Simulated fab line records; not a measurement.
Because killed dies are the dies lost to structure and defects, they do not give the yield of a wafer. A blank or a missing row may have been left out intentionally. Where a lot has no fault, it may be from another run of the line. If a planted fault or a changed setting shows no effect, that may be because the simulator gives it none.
Which of the tools did it? | flow nand harc | 12 lots, 36 wafers sampled, at 6 steps of a route of 1302

## WHAT EACH GAUGE READ, for each wafer
NHARC_P_GATE_CD_MEAS_11: the cd target is 1640 nm.
lot  | measured     | on        | cd nm (nm)
L560 | day 4 20:46  | cd sem-03 | 1638.9 1641.5 1639.5
L561 | day 5 12:04  | cd sem-02 | 1641.5 1644.2 1645.2
L562 | day 6 02:56  | cd sem-01 | 1640.1 1644.0 1638.1
L566 | day 7 06:52  | cd sem-02 | - - -
L568 | day 8 04:14  | cd sem-03 | 1639.3 1643.0 1641.5
L575 | day 11 04:35 | cd sem-01 | 1645.9 1643.2 1646.6
L576 | day 11 15:59 | cd sem-03 | 1638.3 1642.8 1643.7
L577 | day 12 07:17 | cd sem-03 | 1642.2 1637.4 1640.2
L578 | day 12 16:03 | cd sem-03 | 1635.9 1635.7 1640.9
L579 | day 12 20:40 | cd sem-03 | 1641.0 1641.1 1637.8
L580 | day 13 07:24 | cd sem-01 | 1643.5 1639.7 1641.9
L582 | day 13 18:46 | cd sem-02 | 1640.1 1638.3 1639.3

NHARC_P_GATE_OVL_MEAS_27.
lot  | measured     | on         | overlay x nm (nm) | overlay y nm (nm)
L560 | day 5 12:04  | overlay-01 | 0.9 1.1 0.7       | 2.1 1.5 2.1
L561 | day 6 06:40  | overlay-01 | -0.7 -0.4 -0.9    | 0.3 0.2 -0.2
L562 | day 6 18:20  | overlay-02 | -1.0 -1.2 -0.8    | -0.4 0.1 0.0
L566 | day 7 21:26  | overlay-02 | 1.7 0.8 1.9       | -0.2 -0.6 0.1
L568 | day 8 19:34  | overlay-01 | 0.3 0.4 0.6       | 0.3 0.1 0.9
L575 | day 11 18:33 | overlay-01 | 1.5 1.1 1.3       | -0.8 -0.8 -0.6
L576 | day 12 06:33 | overlay-01 | 1.0 0.7 0.9       | -0.4 -0.3 -0.1
L577 | day 13 01:13 | overlay-01 | 1.1 0.7 0.2       | 0.9 1.4 0.5
L578 | day 13 07:08 | overlay-01 | -1.5 -1.3 -1.0    | -1.8 -1.3 -1.3
L579 | day 13 10:59 | overlay-01 | -1.0 -0.7 -0.6    | -1.7 -1.6 -1.8
L580 | day 14 02:17 | overlay-01 | -0.8 -0.7 -1.0    | -0.4 -0.2 -0.4
L582 | day 14 11:09 | overlay-02 | -0.2 -0.1 -0.2    | 0.4 -0.2 0.3

NHARC_END_SORT_01.
lot  | measured     | on        | killed at array | killed at other | killed at periphery | killed dies | killed open | killed short
L560 | day 24 16:52 | prober-01 | 67 35 41        | 1 1 0           | 1 0 2               | 69 36 43    | 3 2 2       | 2 1 1
L561 | day 25 16:05 | prober-01 | 28 18 24        | 0 2 0           | 2 5 2               | 30 25 26    | 2 3 6       | 3 1 2
L562 | day 26 19:14 | prober-01 | 76 43 81        | 2 1 0           | 6 0 3               | 84 44 84    | 4 2 3       | 0 1 6
L566 | day 27 03:50 | prober-01 | 42 43 37        | 1 0 0           | 634 634 640         | 677 677 677 | 3 2 0       | 1 4 3
L568 | day 28 05:11 | prober-02 | 32 28 30        | 1 3 1           | 2 4 3               | 35 35 34    | 2 4 2       | 2 1 1
L575 | day 30 18:03 | prober-01 | 47 30 48        | 0 2 1           | 1 2 1               | 48 34 50    | 4 1 3       | 3 2 2
L576 | day 31 01:01 | prober-02 | 48 51 71        | 0 2 0           | 0 1 2               | 48 54 73    | 2 3 2       | 2 1 3
L577 | day 32 19:52 | prober-01 | 65 64 56        | 0 1 2           | 1 1 3               | 66 66 61    | 3 2 2       | 1 3 4
L578 | day 32 06:06 | prober-01 | 44 50 57        | 2 0 0           | 1 2 2               | 47 52 59    | 0 3 5       | 2 4 1
L579 | day 33 06:11 | prober-02 | 46 49 54        | 1 4 2           | 8 1 5               | 55 54 61    | 3 6 4       | 1 2 1
L580 | day 33 12:17 | prober-01 | 36 26 24        | 1 0 0           | 5 4 3               | 42 30 27    | 2 2 4       | 1 1 4
L582 | day 33 13:56 | prober-02 | 59 43 54        | 4 1 3           | 4 3 2               | 67 47 59    | 4 3 4       | 1 1 2

## WHAT TOOL EACH LOT RAN ON (gives the tool, then ch and the chambers of the sampled wafers, and finally the start)
lot  | NHARC_P_ZERO_WELL_ETCH_63        | NHARC_P_ZERO_WELL_RTA_42         | NHARC_P_GATE_EXPOSE_08
L560 | rie si-02 ch 1,2,3, day 2 07:45  | rtp anneal-01 ch 0, day 2 13:06  | krf scanner-02 ch 0, day 4 20:36
L561 | rie si-06 ch 0,1,3, day 2 17:33  | rtp anneal-02 ch 0, day 2 23:08  | krf scanner-01 ch 0, day 5 11:55
L562 | rie si-01 ch 0,3, day 3 03:46    | rtp anneal-02 ch 0, day 3 09:10  | krf scanner-02 ch 0, day 6 02:47
L566 | rie si-01 ch 0,1,3, day 4 19:41  | rtp anneal-02 ch 0, day 5 00:59  | krf scanner-02 ch 0, day 7 06:42
L568 | rie si-02 ch 0,2, day 5 15:41    | rtp anneal-01 ch 0, day 5 20:53  | krf scanner-04 ch 0, day 8 04:05
L575 | rie si-01 ch 0,1,2, day 8 13:39  | rtp anneal-02 ch 0, day 8 19:12  | krf scanner-04 ch 0, day 11 04:26
L576 | rie si-06 ch 0,1,2, day 8 23:36  | rtp anneal-01 ch 0, day 9 04:55  | krf scanner-01 ch 0, day 11 15:50
L577 | rie si-06 ch 0,1,3, day 9 09:41  | rtp anneal-01 ch 0, day 9 14:45  | krf scanner-04 ch 0, day 12 07:08
L578 | rie si-06 ch 1,3, day 9 19:45    | rtp anneal-01 ch 0, day 10 01:07 | krf scanner-01 ch 0, day 12 15:53
L579 | rie si-01 ch 1,3, day 10 05:41   | rtp anneal-01 ch 0, day 10 10:49 | krf scanner-04 ch 0, day 12 20:31
L580 | rie si-06 ch 2,3, day 10 15:43   | rtp anneal-01 ch 0, day 10 20:49 | krf scanner-02 ch 0, day 13 07:14
L582 | rie si-01 ch 0,1,3, day 11 11:40 | rtp anneal-02 ch 0, day 11 16:57 | krf scanner-04 ch 0, day 13 18:37
- NHARC_P_ZERO_WELL_ETCH_63: etches the open film in HBr/Cl2, target depth 120 nm, time 40.1 s.
- NHARC_P_ZERO_WELL_RTA_42: time 300 s.
- NHARC_P_GATE_EXPOSE_08: exposes mask P HV.

## AS READ BY THE TOOLS THEMSELVES (means over the sampled wafers that have a number; for cases with no such wafer, the mark the record gives instead)
NHARC_P_ZERO_WELL_ETCH_63.
lot  | tool      | drypump motor current A (A) | oes product au (a.u.) | throttle valve pct (%)
L560 | rie si-02 | 5.7                         | 0.996                 | 26.411
L561 | rie si-06 | 5.7                         | 0.991                 | 26.409
L562 | rie si-01 | 5.7                         | 1.003                 | 26.404
L566 | rie si-01 | 5.6                         | 1.002                 | 26.410
L568 | rie si-02 | 5.9                         | 0.997                 | 26.412
L575 | rie si-01 | 5.6                         | 1.003                 | 26.406
L576 | rie si-06 | 5.8                         | 1.012                 | 26.409
L577 | rie si-06 | 5.7                         | 0.990                 | 26.409
L578 | rie si-06 | 5.3                         | 0.980                 | 26.414
L579 | rie si-01 | 5.5                         | 0.986                 | 26.413
L580 | rie si-06 | 5.0                         | 0.981                 | 26.396
L582 | rie si-01 | 5.6                         | 0.991                 | 26.420

NHARC_P_ZERO_WELL_RTA_42.
lot  | tool          | anneal temp c max | lamp power pct (%) | lamp_zone_5_pct (%) | wafer_temp_C_max
L560 | rtp anneal-01 | 1103.6            | 40.4               | 40.4                | 1106.2
L561 | rtp anneal-02 | 1106.7            | 45.8               | 45.8                | 1106.2
L562 | rtp anneal-02 | 1106.3            | 45.8               | 45.8                | 1106.7
L566 | rtp anneal-02 | 1104.6            | 45.8               | 45.8                | 1106.0
L568 | rtp anneal-01 | 1103.3            | 40.4               | 40.4                | 1106.6
L575 | rtp anneal-02 | 1106.0            | 45.8               | 45.8                | 1106.0
L576 | rtp anneal-01 | 1103.4            | 40.4               | 40.3                | 1105.2
L577 | rtp anneal-01 | 1103.0            | 40.3               | 40.3                | 1105.3
L578 | rtp anneal-01 | 1103.2            | 40.3               | 40.3                | 1106.1
L579 | rtp anneal-01 | 1103.5            | 40.3               | 40.3                | 1106.6
L580 | rtp anneal-01 | 1103.4            | 40.3               | 40.3                | 1105.7
L582 | rtp anneal-02 | 1105.4            | 45.6               | 45.7                | 1106.4

## THE ANSWER, worked out from the rows above alone
Rule: usual is defined by the lots themselves. Put in order of their means at a reading, lots are off if they are a third of the lots or fewer, leave a main group of 4 or more, and stand apart from it by a gap of 3 or more times the standard deviation of the main group's means; of several such gaps the widest counts. A main group whose means are all the same, to the digits that the tables above print for the reading, isn't used. Also off: a lot with no number at a reading for which 4 or more lots have one. The other lots that the step has rows for count as sound. First the gauges in route order, then the tools' own readings, where a lot's mean is used as printed above. The first step at which some lot is off is used, and at that step the reading that is off furthest; a lot without a number counts as furthest.
Off: L566 (NHARC_P_GATE_CD_MEAS_11, cd nm). Without a number there: L566. For the main group the mean is 1641.0 nm and the standard deviation 2.
If a tool, at a process step before that reading, ran all the lots that are off and no sound lot after the first of them, it fits. Not tried: the gauges at NHARC_P_GATE_CD_MEAS_11; whatever is off there is also off at NHARC_END_SORT_01, on other tools, and gauge error can't account for it. Of those tried, none fits.

## WHAT THE SIMULATOR HAD INSERTED
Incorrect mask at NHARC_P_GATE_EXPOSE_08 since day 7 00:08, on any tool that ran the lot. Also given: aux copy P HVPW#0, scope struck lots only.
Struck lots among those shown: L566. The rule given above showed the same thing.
